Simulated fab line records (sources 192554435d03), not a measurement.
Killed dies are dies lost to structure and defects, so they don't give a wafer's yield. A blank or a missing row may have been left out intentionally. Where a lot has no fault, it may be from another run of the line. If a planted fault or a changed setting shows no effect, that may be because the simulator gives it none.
Chamber matching	flow n5_finfet	N5_MOL_CONTACT_COAG_ALD_123 on ald_sin-04: 4 sister chambers
The step deposits SiNx, target thk 5 nm, pulse time 1 s, purge time 2 s. 4 wafers are shown with their chamber, then 7 later ones without.

== WAFERS PAIRED WITH THEIR CHAMBERS ==
wafer	chamber	heater_power_w (W)
L083.2	2	835
L083.4	0	813
L086.3	1	684
L086.4	3	768

== WAFERS WITHOUT THEIR CHAMBER ==
wafer	heater_power_w (W)
L086.5	694
L087.2	825
L087.3	745
L087.5	771
L088.3	773
L088.5	703
L088.6	816

== EACH ONE'S CHAMBER ==
wafer	from the rows above	in truth
L086.5	1	1
L087.2	can't be placed: 2 or 0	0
L087.3	3	3
L087.5	3	3
L088.3	3	3
L088.5	1	1
L088.6	can't be placed: 0 or 2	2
Correctly placed: 5 of 7. These rows do not allow placing 2 (true chamber among the candidates in 2). Placed wrongly: 0.
How it was worked out, from the rows above alone: a wafer's distance from a chamber is the root of the sum, over the readings, of the square of ((its reading less the chamber's mean) divided by the reading's scatter). The wafer belongs to the nearest chamber; if the next one is less than 2 further off, it can't be placed. The mean given for a chamber averages the wafers shown for that chamber. The scatter: with one shown wafer a chamber, the root of the mean of the squares of how far each hidden wafer lies from its nearest shown one.
